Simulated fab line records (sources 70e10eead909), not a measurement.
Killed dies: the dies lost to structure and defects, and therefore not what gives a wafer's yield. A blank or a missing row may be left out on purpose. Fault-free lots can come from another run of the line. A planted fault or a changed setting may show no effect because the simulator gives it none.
A struck lot beside a sound one / flow nandHarc / 12 out of 1159 route steps
Sound: wafers L561.3, L561.4, L561.6. The struck wafers were L551.1, L551.2, L551.3. The cause is named last.
For every step that has rows: the tool of each side, followed by ch and its chambers, followed by its first start. Under that, the readings that differ: sound wafers / struck wafers / difference of the means / sigmas: that difference in standard deviations of wafers without a fault.
alike: words and numbers the same on both sides, and readings whose means are apart by under 2 such deviations; not compared: readings that were withheld, readings missing a value for some wafer, numbers with overlapping values and no deviation given by the record, and bounds like >300 which may hide the same value.
The two part at a step that has a row with sigmas, a row that says differs or no value, or rows on one side only. Non-overlapping numbers with no deviation appear without sigmas and do not part them. A reading missing from all wafers of one side parts the sides only when that side holds two or more wafers.

NHARC_A_SLIT_CD_MEAS_21:
  sound on cdSem-01, day 18 11:05; struck on cdSem-02, day 15 15:11
  alike: cdNm
then, 3 steps without rows for these wafers: NHARC_A_SIN_REMOVE_WET_00 (chemistry H3PO4, time 15300 s); NHARC_A_SIN_REMOVE_PRECLEAN_01 (cleans in SC1); NHARC_A_SIN_REMOVE_SRD_02.
NHARC_A_SIN_REMOVE_INSPECT_04:
  sound on defectInspect-02, day 18 18:46; struck on defectInspect-01, day 15 21:01
  alike: rawDefectCount
then, 1 step without rows for these wafers: NHARC_A_WL_FILL_ALD_00 (deposits Al2O3, target thk 3 nm, pulse time 3 s, ald cycles 30).
NHARC_A_WL_FILL_RTA_01: time 5 s.
  sound on rtpAnneal-01 ch 0, day 18 19:08; struck on rtpAnneal-01 ch 0, day 15 21:28
  alike: lampPowerPct, wafer_temp_C_max
NHARC_A_WL_FILL_ALD_02: deposits TiN, target thk 2 nm, pulse time 3 s, ald cycles 100.
  sound on aldMetal-04 ch 0,1,2, day 18 19:22; struck on aldMetal-04 ch 0,1,3, day 15 21:41
  alike: heaterPowerW, precursorPulseHeightRel
NHARC_A_WL_FILL_CVD_03: deposits W, target thk 40 nm, time 3302 s.
  sound on cvdW-01 ch 0,1, day 18 20:40; struck on cvdW-01 ch 0,1, day 15 22:07
  alike: chamberPressureTorr, heaterPowerW, throttleValvePct
NHARC_A_WL_FILL_ETCHBACK_04: etches the open film in NF3, target depth 60 nm, time 120 s.
  sound on rieMetal-03 ch 0,1, day 18 23:04; struck on rieMetal-01 ch 0,1, day 16 01:29
  alike: chamberPressureMTorr, drypumpMotorCurrentA, oesProductAu
  not compared: rfHoursCounterH
NHARC_A_WL_FILL_ETCHBACK_05: etches the open film in Cl2/BCl3, target depth 22 nm, time 60 s.
  sound on rieMetal-03 ch 0,1, day 18 23:15; struck on rieMetal-01 ch 0,1, day 16 01:43
  no value came back on the struck wafers for chamberPressureMTorr (mTorr), drypumpMotorCurrentA (A), oesProductAu (a.u.); on the sound wafers chamberPressureMTorr (mTorr) reads 10.016 9.998 9.989
  not compared: rfHoursCounterH
NHARC_A_WL_FILL_STRIP_27: strips in N2/H2, time 20 s.
  sound on plasmaAsher-02 ch 0,1, day 18 23:25; struck on plasmaAsher-01 ch 0,1, day 16 01:51
  alike: drypumpMotorCurrentA, heaterPowerW
  not compared: rfHoursCounterH

== WHERE THEY PART ==
Within this record, at NHARC_A_WL_FILL_ETCHBACK_05 only. Later steps at which nothing parts them and some readings are alike: NHARC_A_WL_FILL_STRIP_27.

WHY: the cause the simulator had injected
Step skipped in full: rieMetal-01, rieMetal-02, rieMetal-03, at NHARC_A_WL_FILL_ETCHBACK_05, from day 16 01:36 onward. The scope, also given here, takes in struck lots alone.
